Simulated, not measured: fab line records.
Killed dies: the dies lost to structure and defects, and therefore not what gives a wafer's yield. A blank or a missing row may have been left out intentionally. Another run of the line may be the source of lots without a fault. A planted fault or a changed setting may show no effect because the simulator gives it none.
Comparing a struck lot with a sound one | flow n5-finfet | 15 steps out of a route of 1938
Sound: these wafers, L169.2, L169.5, L169.6. Struck: wafer L159.5; the same lot's L159.4 was not struck, so it is left out; see the end for the cause.
Per side, at each step with rows, come the tool, then ch with its chambers, and then its first start. Under that, the readings that differ: sound wafers | struck wafers | difference of the means | sigmas: that difference in standard deviations of wafers without a fault.
alike: words and numbers the same on both sides, and readings whose means are apart by under 2 such deviations; not compared: readings that were withheld, readings missing a value for some wafer, numbers with overlapping values and no deviation given by the record, and bounds like >300 which may hide the same value.
Wherever a step has rows on one side only, a row that says differs or no value, or a row with sigmas, the two part there. When numbers do not overlap yet have no deviation, they are printed without sigmas and do not part them. A reading that every wafer of one side lacks parts them only if that side has two wafers or more.

N5_MOL_CONTACT_COAG_INSPECT_97: inspects for defects (darkfield).
  sound on defect-inspect-01 at day 10 20:02; struck on defect-inspect-01 at day 8 17:11
  alike: raw-defect-count
N5_BEOL_M0_SAQP_PECVD_00: deposits SiCN from 3MS/NH3, target thk 8 nm, time 14 s.
  sound on pecvd-01 ch 0,1, day 10 20:22; struck on pecvd-01 ch 0, day 8 17:28
  reading                | sound       | struck | difference | sigmas
  throttle-valve-pct (%) | 8.2 8.3 9.3 | 9.8    | +1.2       | +2
  alike: showerhead-plenum-p-Torr
  not compared: since-wet-clean-h
N5_BEOL_M0_SAQP_ILD_DEP_01: deposits SiOC from DEMS/O2, target thk 45.419 nm, time 8.7 s.
  sound on pecvd-01 ch 0,1, day 10 20:23; struck on pecvd-01 ch 0, day 8 17:30
  alike: heater-power-w, showerhead-plenum-p-Torr, throttle-valve-pct
  not compared: since-wet-clean-h
N5_BEOL_M0_SAQP_HM_DEP_02: deposits TiN, target thk 12 nm.
  sound on pvd-sputter-02 at day 10 20:43; struck on pvd-sputter-01 at day 8 17:32
  alike: throttle-valve-pct
then, 2 steps without rows for these wafers: N5_BEOL_M0_SAQP_PECVD_03 (deposits SiCN from 3MS/NH3, target thk 12 nm, time 21.1 s); N5_BEOL_M0_SAQP_PECVD_96 (deposits a-Si from SiH4/He, target thk 45 nm, time 45.2 s).
N5_BEOL_M0_SAQP_PECVD_97: deposits SiNx from SiH4/NH3/N2, target thk 23 nm, time 19.9 s.
  sound on pecvd-01 ch 0,2, day 10 20:55; struck on pecvd-01 ch 0, day 8 17:45
  alike: heater-power-w, showerhead-plenum-p-Torr, throttle-valve-pct
  not compared: since-wet-clean-h
then, 1 step without rows for these wafers: N5_BEOL_M0_SAQP_PECVD_04 (deposits a-Si from SiH4/He, target thk 60 nm, time 60.2 s).
N5_BEOL_M0_SAQP_THK_MEAS_05:
  sound on film-metro-02 at day 10 21:02; struck on film-metro-01 at day 8 17:52
  alike: thk-nm
N5_BEOL_M0_SAQP_HM_DEP_111: deposits SiO2 from SiH4/N2O, target thk 12 nm, time 7.2 s.
  sound on pecvd-04 ch 0,1,2, day 10 21:05; struck on pecvd-02 ch 2, day 8 17:56
  alike: heater-power-w, showerhead-plenum-p-Torr
  not compared: since-wet-clean-h
then, 1 step without rows for these wafers: N5_BEOL_M0_SAQP_COAT_81 (time 60 s, resist thk 100 nm).
N5_BEOL_M0_SAQP_COAT_82: time 60 s, resist thk 30 nm.
  sound on litho-track-04 ch 0, day 10 21:10; struck on litho-track-04 ch 0, day 8 17:59
  reading                  | sound             | struck | difference | sigmas
  heater-power-total-W (W) | 428.5 429.1 424.7 | 537.6  | +110.2     | +52
  run-length-s (s)         | 66.19 66.28 66.00 | 47.34  | -18.82     | -99 or more
  alike: chill-plate-temp-C, exhaust-pa
then, 1 step without rows for these wafers: N5_BEOL_M0_SAQP_COAT_08 (resist thk 90 nm).
-- a jump in the record: the struck wafers' starts before and after are 3 days apart (it breaks off in module BEOL_M0_SAQP and resumes in module BEOL_M4, where the first step shown is number 1111 of the route) --
N5_BEOL_M4_RC_MEAS_101:
  sound on prober-01 ch 0, day 13 14:17; struck on prober-01 ch 0, day 11 10:02
  reading        | sound          | struck | difference | sigmas
  IOFF_P (nA/um) | 0.24 0.25 0.26 | 0.17   | -0.08      | -2
  ION_P (uA/um)  | 467 475 469    | 449    | -21        | -3
  VT_N (mV)      | 250 250 246    | 256    | +7         | +2
  VT_P (mV)      | -246 -246 -245 | -256   | -10        | -3
  alike: DIBL_N, DIBL_P, IOFF_N, ION_N, SS_N, SS_P
-- a jump in the record: the struck wafers' starts before and after are 4 days apart (it breaks off in module BEOL_M4 and resumes in module PASSIVATION, where the first step shown is number 1936 of the route) --
N5_PASSIVATION_PROBE_49:
  sound on prober-02 at day 17 23:25; struck on prober-01 at day 15 11:50
  alike: defect-limited-yield, killed_at_M0_to_M3, killed_at_M4_up, killed-at-contacts, killed-at-front-end, killed-at-other, killed-dies, killed-open, killed-short, sort_bin_5_function, sort_bin_6_memory, sort-n-pass, sort-yield-pct

== WHERE THEY PART ==
Last at N5_BEOL_M4_RC_MEAS_101 as far as this record goes, first at N5_BEOL_M0_SAQP_PECVD_00. Later steps at which nothing parts them and some readings are alike: N5_PASSIVATION_PROBE_49.

WHY: the cause the simulator had injected
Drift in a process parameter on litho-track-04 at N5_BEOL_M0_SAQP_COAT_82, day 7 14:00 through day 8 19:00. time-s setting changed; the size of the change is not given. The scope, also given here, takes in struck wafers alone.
